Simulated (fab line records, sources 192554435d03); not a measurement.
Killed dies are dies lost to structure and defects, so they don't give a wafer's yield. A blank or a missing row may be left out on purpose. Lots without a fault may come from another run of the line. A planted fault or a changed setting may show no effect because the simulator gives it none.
Chamber matching | flow n5_finfet | N5_FIN_SAQP_MANDREL2_REMOVE_60 on rie_si-03: 4 sister chambers
The step chemistry HBr/Cl2/O2, target a-Si, stops on SiNx, bt time 10 s. 20 wafers are shown with their chamber, then 10 later ones without.

WAFERS WITH THEIR CHAMBER
wafer  | chamber | throttle_valve_pct (%) | oes_product_au (a.u.) | mfc_cl2_sccm (sccm)
L076.1 | 3       | 36.8                   | 0.961                 | 79.90
L076.3 | 1       | 37.0                   | 0.991                 | 79.99
L076.4 | 0       | 36.4                   | 1.006                 | 79.63
L080.1 | 1       | 37.0                   | 0.984                 | 79.67
L080.5 | 1       | 37.0                   | 0.996                 | 80.13
L080.6 | 0       | 36.4                   | 1.019                 | 80.46
L081.2 | 1       | 37.0                   | 0.977                 | 80.13
L081.3 | 3       | 36.9                   | 0.966                 | 80.15
L081.5 | 3       | 36.9                   | 0.961                 | 79.72
L082.1 | 3       | 36.9                   | 0.966                 | 80.08
L082.4 | 2       | 37.0                   | 0.960                 | 80.05
L082.6 | 3       | 36.9                   | 0.971                 | 79.42
L089.4 | 3       | 36.9                   | 0.961                 | 79.85
L089.5 | 3       | 36.9                   | 0.973                 | 79.77
L089.6 | 0       | 36.4                   | 1.016                 | 79.86
L090.3 | 3       | 36.9                   | 0.961                 | 80.23
L090.5 | 1       | 37.0                   | 0.983                 | 79.44
L090.6 | 2       | 37.0                   | 0.961                 | 79.89
L092.1 | 0       | 36.4                   | 1.002                 | 80.03
L092.3 | 3       | 36.9                   | 0.958                 | 80.04

SIGNATURES (means of the wafers above)
reading            | chamber 0 | chamber 1 | chamber 2 | chamber 3 | scatter within a chamber
throttle_valve_pct | 36.400    | 37.000    | 37.000    | 36.889    | 0.0236
oes_product_au     | 1.01075   | 0.98620   | 0.96050   | 0.96422   | 0.00624
mfc_cl2_sccm       | 79.9950   | 79.8720   | 79.9700   | 79.9067   | 0.281
Rule: a wafer's distance from a chamber is the root of the sum, over the readings, of the square of ((its reading less the chamber's mean) divided by the reading's scatter). The wafer belongs to the nearest chamber; if the next one is less than 2 further off, it can't be placed. The scatter: the root of (the sum of the squares of (reading less its chamber's mean) over the shown wafers, divided by (wafers less chambers)).

WAFERS WITHOUT THEIR CHAMBER
wafer  | throttle_valve_pct (%) | oes_product_au (a.u.) | mfc_cl2_sccm (sccm)
L092.6 | 36.4                   | 1.007                 | 79.84
L094.1 | 36.4                   | 1.018                 | 80.05
L094.2 | 37.0                   | 0.987                 | 79.94
L094.6 | 37.0                   | 0.992                 | 80.15
L096.1 | 36.9                   | 0.960                 | 80.23
L096.2 | 36.4                   | 1.008                 | 79.40
L096.6 | 36.4                   | 1.009                 | 79.57
L097.1 | 36.9                   | 0.958                 | 80.27
L097.3 | 36.4                   | 1.023                 | 80.18
L097.5 | 37.0                   | 0.983                 | 79.89

WHICH CHAMBER EACH WENT THROUGH
wafer  | from the rows above | in truth
L092.6 | 0                   | 0
L094.1 | 0                   | 0
L094.2 | 1                   | 1
L094.6 | 1                   | 1
L096.1 | 3                   | 3
L096.2 | 0                   | 0
L096.6 | 0                   | 0
L097.1 | 3                   | 3
L097.3 | 0                   | 0
L097.5 | 1                   | 1
Placed correctly: 10 of 10. Can't be placed from these rows: 0. Placed wrongly: 0.
